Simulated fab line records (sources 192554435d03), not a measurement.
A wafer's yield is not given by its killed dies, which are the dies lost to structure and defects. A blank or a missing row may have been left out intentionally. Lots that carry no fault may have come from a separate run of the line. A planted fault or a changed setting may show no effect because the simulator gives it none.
What tool caused it? | flow n5_finfet | 10 lots with 30 wafers sampled at 4 steps, on a route of 1938 steps

== WHAT THE GAUGES READ, wafer by wafer ==
N5_GATE_CUT_OVL_MEAS_14.
lot  | measured     | on         | GATE_CUT_OVL (nm)
L392 | day 4 19:00  | overlay-02 | -0.3 -0.2 -0.6
L395 | day 5 09:51  | overlay-02 | -1.0 -0.5 -1.4
L396 | day 5 17:19  | overlay-02 | -0.3 0.6 0.2
L397 | day 6 05:02  | overlay-02 | -0.9 -1.1 -0.6
L406 | day 8 05:17  | overlay-02 | -0.5 -0.8 -0.5
L407 | day 8 10:52  | overlay-01 | 0.7 1.0 0.1
L408 | day 8 15:12  | overlay-02 | -0.9 -0.4 0.7
L409 | day 8 23:31  | overlay-01 | -1.9 -1.9 -2.2
L410 | day 9 04:14  | overlay-01 | -0.2 -0.9 -0.3
L413 | day 10 02:55 | overlay-01 | 0.0 -0.3 -0.5

== TOOL THAT RAN EACH LOT (tool first, then ch and the chambers of the sampled wafers, then the start) ==
lot  | N5_HKMG_FIN_CMP_94           | N5_GATE_CUT_PECVD_57           | N5_GATE_CUT_COAT_07
L392 | cmp-01 ch 2,3, day 4 13:15   | pecvd-03 ch 1,2, day 4 18:11   | litho_track-04 ch 0, day 4 18:42
L395 | cmp-01 ch 0,1,3, day 5 06:01 | pecvd-03 ch 1,2, day 5 09:04   | litho_track-03 ch 0, day 5 09:33
L396 | cmp-03 ch 0,1,2, day 5 13:24 | pecvd-02 ch 0,1,2, day 5 16:32 | litho_track-03 ch 0, day 5 17:01
L397 | cmp-01 ch 1,2,3, day 6 01:04 | pecvd-02 ch 1,2, day 6 04:08   | litho_track-03 ch 0, day 6 04:38
L406 | cmp-01 ch 0,1,2, day 8 01:08 | pecvd-03 ch 0,1, day 8 04:30   | litho_track-01 ch 0, day 8 04:59
L407 | cmp-03 ch 0,2,3, day 8 06:52 | pecvd-02 ch 0,2, day 8 10:05   | litho_track-01 ch 0, day 8 10:34
L408 | cmp-03 ch 1,2, day 8 11:21   | pecvd-02 ch 0,1,2, day 8 14:25 | litho_track-01 ch 0, day 8 14:54
L409 | cmp-04 ch 1,2, day 8 19:37   | pecvd-04 ch 0,2, day 8 22:44   | litho_track-01 ch 0, day 8 23:13
L410 | cmp-01 ch 0,1,3, day 9 00:00 | pecvd-02 ch 1,2, day 9 03:27   | litho_track-03 ch 0, day 9 03:56
L413 | cmp-04 ch 0,3, day 9 23:04   | pecvd-02 ch 1,2, day 10 02:08  | litho_track-04 ch 0, day 10 02:37
- N5_HKMG_FIN_CMP_94: polishes, stops on SiNx, t overpolish 4.7 s, target thk 43.299 nm.
- N5_GATE_CUT_PECVD_57: deposits SiNx from SiH4/NH3/N2, target thk 21 nm.
- N5_GATE_CUT_COAT_07: resist thk 30 nm.

== THE ANSWER, worked out from the rows above alone ==
Rule: the usual values come from the lots themselves. The widest of any qualifying gaps counts: lots, ordered by their means at a reading, are off when they make up no more than a third of the lots, leave a main group of 4 or more, and stand apart from it by 3 or more times the standard deviation of that group's means. If all means in a main group match to the digits the tables above print for the reading, that group is not used. Also off: a lot with no number at a reading for which 4 or more lots have one. Any other lot the step has rows for is counted as sound.
No lot is off on any of the readings shown, so nothing can be concluded from this.

== WHAT WAS PUT IN BY THE SIMULATOR ==
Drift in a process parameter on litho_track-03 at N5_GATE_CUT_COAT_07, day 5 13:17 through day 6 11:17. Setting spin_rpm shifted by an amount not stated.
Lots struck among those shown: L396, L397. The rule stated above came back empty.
